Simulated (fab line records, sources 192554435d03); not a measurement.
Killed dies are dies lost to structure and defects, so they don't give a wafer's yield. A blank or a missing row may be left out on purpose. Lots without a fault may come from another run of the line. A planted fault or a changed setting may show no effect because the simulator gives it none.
A struck lot beside a sound one | flow n5_finfet | 15 steps out of a route of 1938
Sound: wafers L415.1, L415.2, L415.5. Struck: wafers L418.1, L418.3. The cause comes at the end.
At each step with rows: each side's tool, then ch and its chambers, then its first start. Under that, the readings that differ: sound wafers | struck wafers | difference of the means | sigmas: that difference in standard deviations of wafers without a fault.
alike: readings whose means differ by less than 2 such deviations, and words and numbers that are the same on both sides. not compared: withheld readings, readings that some wafer has no value for, bounds like >300 that may hide the same value, and numbers for which the record gives no deviation and whose values overlap.
The two part at a step that has a row with sigmas, a row that says differs or no value, or rows on one side only. Numbers that don't overlap but have no deviation are shown without sigmas and don't part them. A reading that every wafer of one side lacks parts them only if that side has two wafers or more.

first, 2 steps without rows for these wafers: N5_BEOL_M5_PEB_09 (peb time 60 s); N5_BEOL_M5_DEVELOP_10 (develop time 30 s).
N5_BEOL_M5_CD_MEAS_11: target cd 27.74 nm.
  sound on cd_sem-03 ch 0, day 9 06:01; struck on cd_sem-03 ch 0, day 9 22:36
  alike: cd_nm
N5_BEOL_M5_OVL_MEAS_12:
  sound on overlay-01 ch 0, day 9 06:03; struck on overlay-02 ch 0, day 9 22:38
  alike: M5_OVL
N5_BEOL_M5_INSPECT_13: inspects for defects (brightfield).
  sound on defect_inspect-02, day 9 06:07; struck on defect_inspect-02, day 9 22:41
  alike: raw_defect_count
N5_BEOL_M5_DESCUM_16: chemistry O2, time 7 s.
  sound on rie_diel-02 ch 0,1, day 9 06:15; struck on rie_diel-05 ch 2,3, day 9 22:47
  alike: drypump_motor_current_A, oes_product_au, rf_vpp_V, showerhead_plenum_p_Torr, throttle_valve_pct
  not compared: rf_hours_counter_h
N5_BEOL_M5_ETCH_72: etches underlayer in N2/H2, target depth 6.5 nm, time 5.2 s.
  sound on rie_diel-02 ch 0,1, day 9 06:17; struck on rie_diel-05 ch 2,3, day 9 22:49
  alike: drypump_motor_current_A, etch_rf_on_time_s, n2_flow_sccm, oes_product_au, rf_vpp_V, showerhead_plenum_p_Torr, throttle_valve_pct
  not compared: rf_hours_counter_h
N5_BEOL_M5_ETCH_61: etches SiARC in CF4, target depth 15.6 nm, time 26 s.
  sound on rie_diel-02 ch 0,1, day 9 06:18; struck on rie_diel-05 ch 2,3, day 9 22:50
  alike: drypump_motor_current_A, etch_rf_on_time_s, oes_product_au, rf_vpp_V, showerhead_plenum_p_Torr, throttle_valve_pct
  not compared: rf_hours_counter_h
N5_BEOL_M5_ETCH_62: etches SOC in N2/H2, target depth 75 nm, overetch 15 nm, time 112.5 s.
  sound on rie_diel-02 ch 0,1, day 9 06:20; struck on rie_diel-05 ch 2,3, day 9 22:52
  alike: drypump_motor_current_A, n2_flow_sccm, oes_product_au, rf_vpp_V, showerhead_plenum_p_Torr, throttle_valve_pct
  not compared: rf_hours_counter_h
then, 3 steps without rows for these wafers: N5_BEOL_M5_STRIP_63 (strips in N2/H2); N5_BEOL_M5_STRIP_73 (strips in N2/H2); N5_BEOL_M5_STRIP_64 (strips in CF4).
N5_BEOL_M5_HM_OPEN_17: chemistry Cl2/BCl3, target TiN, target depth 20 nm, overetch 6 nm.
  sound on rie_metal-03 ch 0,1, day 9 06:29; struck on rie_metal-03 ch 0,1, day 9 23:02
  reading                                  | sound      | struck | difference | sigmas
  model.SOC_of_BEOL_M5_COAT_59.thk_nm (nm) | 52 52 52.2 | 54 54  | +2         |
  alike: drypump_motor_current_A, oes_product_au, throttle_valve_pct
  not compared: rf_hours_counter_h
N5_BEOL_M5_STRIP_19: strips in O2.
  sound on rie_diel-02 ch 0,2,3, day 9 06:43; struck on rie_diel-05 ch 1,3, day 9 23:09
  alike: drypump_motor_current_A, oes_product_au, rf_vpp_V, showerhead_plenum_p_Torr, throttle_valve_pct
  not compared: rf_hours_counter_h
-- the record jumps here: 4 days lie between the struck wafers' starts before and after (it left off in module BEOL_M5 and takes up again in module PASSIVATION, whose first step shown is number 1936 of the route) --
N5_PASSIVATION_PROBE_49:
  sound on prober-02, day 13 10:46; struck on prober-02, day 14 07:47
  reading             | sound    | struck | difference | sigmas
  killed_at_contacts  | 27 7 18  | 5      | -12        | -2
  killed_at_front_end | 33 47 36 | 12     | -27        | -2
  killed_open         | 70 71 92 | 45     | -33        | -2
  alike: defect_limited_yield, killed_at_M0_to_M3, killed_at_M4_up, killed_at_other, killed_dies, killed_short, sort_bin_5_function, sort_bin_6_memory, sort_n_pass, sort_yield_pct

WHERE THEY PART
Only at N5_PASSIVATION_PROBE_49, within this record.

WHY: what the simulator had put in
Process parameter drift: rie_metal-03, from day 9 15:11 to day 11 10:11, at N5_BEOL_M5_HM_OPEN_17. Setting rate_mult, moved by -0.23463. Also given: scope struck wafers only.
